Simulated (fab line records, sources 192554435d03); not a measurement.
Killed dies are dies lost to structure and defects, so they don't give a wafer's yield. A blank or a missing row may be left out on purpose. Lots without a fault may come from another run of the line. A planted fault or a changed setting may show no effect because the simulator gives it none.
Which tool did it? | flow n5_finfet | 22 lots, 66 wafers sampled, at 1 step of a route of 1938

WHAT THE GAUGES READ, wafer by wafer
N5_BEOL_M8_THK_MEAS_01. Usual: M8_ILD_THK 154.6 nm, standard deviation 2.2.
lot  | measured     | on            | M8_ILD_THK (nm)   | flag
L074 | day 9 12:24  | film_metro-02 | 151.0 154.2 157.1 |
L076 | day 9 18:35  | film_metro-02 | 150.6 153.5 155.6 |
L075 | day 10 00:49 | film_metro-02 | 154.1 156.6 155.9 |
L077 | day 10 02:15 | film_metro-02 | 153.3 153.8 154.2 |
L078 | day 10 06:46 | film_metro-02 | 155.5 154.6 158.2 |
L079 | day 10 17:05 | film_metro-02 | 151.5 157.5 157.8 |
L080 | day 10 21:19 | film_metro-01 | 154.0 153.9 156.1 |
L081 | day 11 09:42 | film_metro-01 | 152.5 151.6 155.2 |
L082 | day 11 20:37 | film_metro-02 | 155.7 155.3 157.9 |
L084 | day 11 20:58 | film_metro-02 | 153.3 152.7 152.5 |
L088 | day 12 19:08 | film_metro-01 | 152.2 155.7 155.4 |
L085 | day 12 19:25 | film_metro-02 | 153.6 154.5 154.9 |
L086 | day 12 21:19 | film_metro-02 | 151.3 153.1 152.4 |
L087 | day 12 22:32 | film_metro-02 | 156.3 155.4 157.0 |
L091 | day 12 23:19 | film_metro-01 | 152.3 153.7 154.7 |
L090 | day 13 03:58 | film_metro-02 | 154.8 157.8 154.9 |
L089 | day 13 07:27 | film_metro-01 | 151.0 151.7 155.1 |
L092 | day 14 01:31 | film_metro-02 | 152.5 152.0 154.6 |
L094 | day 14 06:34 | film_metro-02 | 153.2 153.5 155.2 |
L093 | day 14 08:23 | film_metro-01 | 157.1 155.4 157.6 |
L095 | day 14 12:22 | film_metro-02 | 153.3 157.2 158.4 |
L096 | day 15 04:45 | film_metro-02 | 153.9 156.8 156.0 |

WHICH TOOL RAN EACH LOT (tool, then ch and the chambers of the sampled wafers, then the start)
The record holds no process step before these readings.

WHAT THE TOOLS THEMSELVES READ (means of the sampled wafers that have a number; where no wafer has one, the mark that the record gives instead)
The record holds no such reading with a usual standard deviation.

THE ANSWER, worked out from the rows above alone
Rule: a lot is off if the mean of its wafers that have a number lies more than 3 standard deviations from the usual mean. A lot without any number at a reading at which 4 lots or more have one is off too. The other lots that the step has rows for count as sound. The gauges are gone through in route order, then the tools' own readings, and for those a lot's mean is taken as printed above. The first step at which some lot is off is used, and at that step the reading that is off furthest; a lot without a number counts as furthest.
No lot is off at any reading shown: from this, nothing can be told.

WHAT THE SIMULATOR HAD PUT IN
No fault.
